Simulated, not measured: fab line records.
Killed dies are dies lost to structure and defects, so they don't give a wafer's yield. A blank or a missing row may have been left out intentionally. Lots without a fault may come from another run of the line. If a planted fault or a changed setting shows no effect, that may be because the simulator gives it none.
Matching of chambers | flow nand harc | NHARC_A_CHANNEL_FILL_D1_ETCHBACK_19 on rie si-05: 4 sister chambers
The step etches the open film in HBr/Cl2, target depth 5 nm, time 1.7 s. 14 wafers are shown with their chamber, then 7 later ones without.

## EACH WAFER AND ITS CHAMBER
wafer  | chamber | drypump motor current A (A) | oes product au (a.u.) | throttle valve pct (%)
L079.3 | 1       | 5.4                         | 1.009                 | 26.408
L079.5 | 3       | 6.3                         | 0.997                 | 26.419
L079.6 | 0       | 5.9                         | 1.008                 | 26.412
L080.4 | 3       | 6.4                         | 0.996                 | 26.412
L080.5 | 1       | 5.4                         | 1.010                 | 26.389
L080.6 | 2       | 5.8                         | 1.003                 | 26.411
L082.3 | 1       | 5.4                         | 1.026                 | 26.405
L082.4 | 0       | 5.9                         | 1.010                 | 26.398
L082.5 | 2       | 5.8                         | 1.003                 | 26.397
L091.1 | 0       | 5.9                         | 1.004                 | 26.403
L091.3 | 1       | 5.4                         | 1.011                 | 26.410
L091.4 | 2       | 5.7                         | 1.016                 | 26.408
L093.3 | 2       | 5.8                         | 1.006                 | 26.398
L093.5 | 1       | 5.4                         | 1.000                 | 26.409

SIGNATURES, as means of the wafers listed above
reading                 | chamber 0 | chamber 1 | chamber 2 | chamber 3 | scatter within a chamber
drypump motor current A | 5.900     | 5.400     | 5.775     | 6.350     | 0.0354
oes product au          | 1.00733   | 1.01120   | 1.00700   | 0.99650   | 0.00696
throttle valve pct      | 26.40433  | 26.40420  | 26.40350  | 26.41550  | 0.0076
Rule: a wafer lies at a distance from a chamber equal to the root of the sum of squares, over the readings, of (its reading less the chamber's mean, divided by the reading's scatter). If the next closest chamber is less than 2 further off than the closest, the wafer can't be placed; otherwise it belongs to the closest. The scatter: take each reading less its chamber's mean, square it, sum over the shown wafers, divide by the number of wafers less the number of chambers, and take the root.

## WAFERS WHOSE CHAMBER IS MISSING
wafer  | drypump motor current A (A) | oes product au (a.u.) | throttle valve pct (%)
L093.6 | 5.8                         | 1.006                 | 26.401
L096.1 | 5.9                         | 0.993                 | 26.394
L096.5 | 5.5                         | 1.008                 | 26.392
L096.6 | 5.9                         | 0.997                 | 26.389
L097.1 | 5.4                         | 0.995                 | 26.420
L097.4 | 5.9                         | 0.989                 | 26.408
L097.5 | 5.7                         | 0.993                 | 26.393

## WHICH CHAMBER EACH WENT THROUGH
wafer  | from the rows above     | in truth
L093.6 | 2                       | 2
L096.1 | can't be placed: 0 or 2 | 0
L096.5 | 1                       | 1
L096.6 | can't be placed: 0 or 2 | 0
L097.1 | 1                       | 1
L097.4 | can't be placed: 0 or 2 | 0
L097.5 | 2                       | 2
Correctly placed: 4 of 7. From these rows, 3 cannot be placed; in 3 the true chamber is one of the candidates. 0 placed wrongly.
